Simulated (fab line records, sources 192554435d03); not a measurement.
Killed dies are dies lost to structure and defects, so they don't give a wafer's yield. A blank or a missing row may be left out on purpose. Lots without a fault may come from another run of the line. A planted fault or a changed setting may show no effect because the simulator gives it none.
Problem report in the 8D (eight disciplines) form, filled by code | flow n5_finfet | the parts of the form that need people (team, actions taken, sign-off) are left out

1. THE PROBLEM
rf_fwd_power_W at N5_GATE_CUT_ETCH_56 reads a mean of 451.0 W on 6 wafers of 2 lots; wafers without a fault read 596.1 W with a standard deviation of 1.9. That is -76 standard deviations from the usual mean.
The step: etches TiN in Cl2/Ar, target depth 21.6 nm.
First seen on wafer L431.1, day 6 16:13, on rie_metal-03. The record holds 27 wafers of 9 lots with a number at this step. Rule for "out", or "out of limits": more than 4 standard deviations from the usual mean. The other wafers with a number count as sound.

2. WHAT IT IS AND WHAT IT IS NOT
question                    | is                     | is not
which readings at this step | rf_fwd_power_W         | oes_product_au, throttle_valve_pct
which lots                  | L431, L437             | L422, L423, L425, L432, L433, L443, L445
which wafers of those lots  | all that have a number | -
read on which tools         | rie_metal-03           | rie_metal-01, rie_metal-02
when                        | from day 6 16:13       | up to then (9 sound wafers); but 12 sound wafers of L432, L433, L443, L445 came after

3. SUSPECTS, AND WHAT RULES EACH OUT
Counting: a tool at a process step up to the reading stays a suspect if it ran every lot that is out and no sound lot after the first of them.
- rie_metal-03 at N5_GATE_CUT_ETCH_56 (etches TiN in Cl2/Ar, target depth 21.6 nm): ruled out as a lasting fault. Sound lots L445 ran on it after its first lot that is out, L431 (day 6 16:13).
Left after counting: nothing in the record.

4. THE CAUSE (what the simulator had put in)
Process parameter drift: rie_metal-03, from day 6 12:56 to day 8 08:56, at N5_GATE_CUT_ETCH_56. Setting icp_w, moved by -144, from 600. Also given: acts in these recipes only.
Counting ruled it out, wrongly.

5. THE CHAIN OF EFFECTS, in route order
Each row: a reading whose mean over the struck wafers that have a number lies more than 3 standard deviations from the usual. Only readings for which the record gives a usual standard deviation are gone through. hours: the time from each lot's start at the first step in this table that gives one to its start at this step, as a median over the lots. sigmas: the change in usual standard deviations.
hours | step                | reading        | usual   | on struck wafers | change | sigmas
0     | N5_GATE_CUT_ETCH_56 | rf_fwd_power_W | 596.1 W | 451.0            | -145.1 | -76
The process steps in it:
- N5_GATE_CUT_ETCH_56: etches TiN in Cl2/Ar, target depth 21.6 nm.
Later measuring or inspecting steps at which every struck wafer that the step has a row for has a number for every such reading, and none has moved that far: N5_BEOL_M4_RC_MEAS_101.

6. WHAT WOULD HAVE CAUGHT IT SOONER
In this record the first reading out of limits was taken at day 6 16:13, 3 hours after the fault began at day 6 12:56.
